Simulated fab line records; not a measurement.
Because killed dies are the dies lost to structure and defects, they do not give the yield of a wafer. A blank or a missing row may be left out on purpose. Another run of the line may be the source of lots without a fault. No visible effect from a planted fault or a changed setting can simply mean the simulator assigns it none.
Matching of chambers :: flow nand harc :: NHARC_P_GATE_DEP_103 on pecvd-01 has 3 sister chambers
The step deposits SiON, target thk 30 nm. 6 wafers are shown with their chamber, then 9 later ones without.

## WAFERS WITH THEIR CHAMBER
wafer: L084.4
chamber: 0
heater power w (W): 744

wafer: L084.5
chamber: 1
heater power w (W): 717

wafer: L084.6
chamber: 2
heater power w (W): 773

wafer: L086.2
chamber: 0
heater power w (W): 633

wafer: L086.5
chamber: 1
heater power w (W): 640

wafer: L086.6
chamber: 2
heater power w (W): 686

## WAFERS MISSING THEIR CHAMBER
wafer: L087.2
heater power w (W): 711

wafer: L087.5
heater power w (W): 646

wafer: L087.6
heater power w (W): 714

wafer: L091.1
heater power w (W): 703

wafer: L091.3
heater power w (W): 651

wafer: L091.6
heater power w (W): 696

wafer: L097.1
heater power w (W): 649

wafer: L097.3
heater power w (W): 624

wafer: L097.6
heater power w (W): 633

## EACH ONE'S CHAMBER
wafer: L087.2
from the rows above: can't be placed: 2 or 0 or 1
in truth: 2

wafer: L087.5
from the rows above: can't be placed: 1 or 0 or 2
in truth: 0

wafer: L087.6
from the rows above: can't be placed: 2 or 0 or 1
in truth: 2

wafer: L091.1
from the rows above: can't be placed: 0 or 1 or 2
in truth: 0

wafer: L091.3
from the rows above: can't be placed: 1 or 0 or 2
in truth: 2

wafer: L091.6
from the rows above: can't be placed: 0 or 1 or 2
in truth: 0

wafer: L097.1
from the rows above: can't be placed: 1 or 0 or 2
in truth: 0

wafer: L097.3
from the rows above: can't be placed: 1 or 0 or 2
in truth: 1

wafer: L097.6
from the rows above: can't be placed: 1 or 0 or 2
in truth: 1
Placed correctly: 0 of 9. From these rows, 9 cannot be placed; in 9 the true chamber is one of the candidates. 0 placed wrongly.
How it was worked out, from the rows above alone: a wafer's distance from a chamber is the root of the sum, over the readings, of the square of ((its reading less the chamber's mean) divided by the reading's scatter). The wafer belongs to the nearest chamber; if the next one is less than 2 further off, it can't be placed. For every chamber, the mean is computed from those of its wafers that are shown. How the scatter is found: for the shown wafers, subtract from each reading the mean of its chamber, square and add these, divide the total by (wafers less chambers), then take the root.
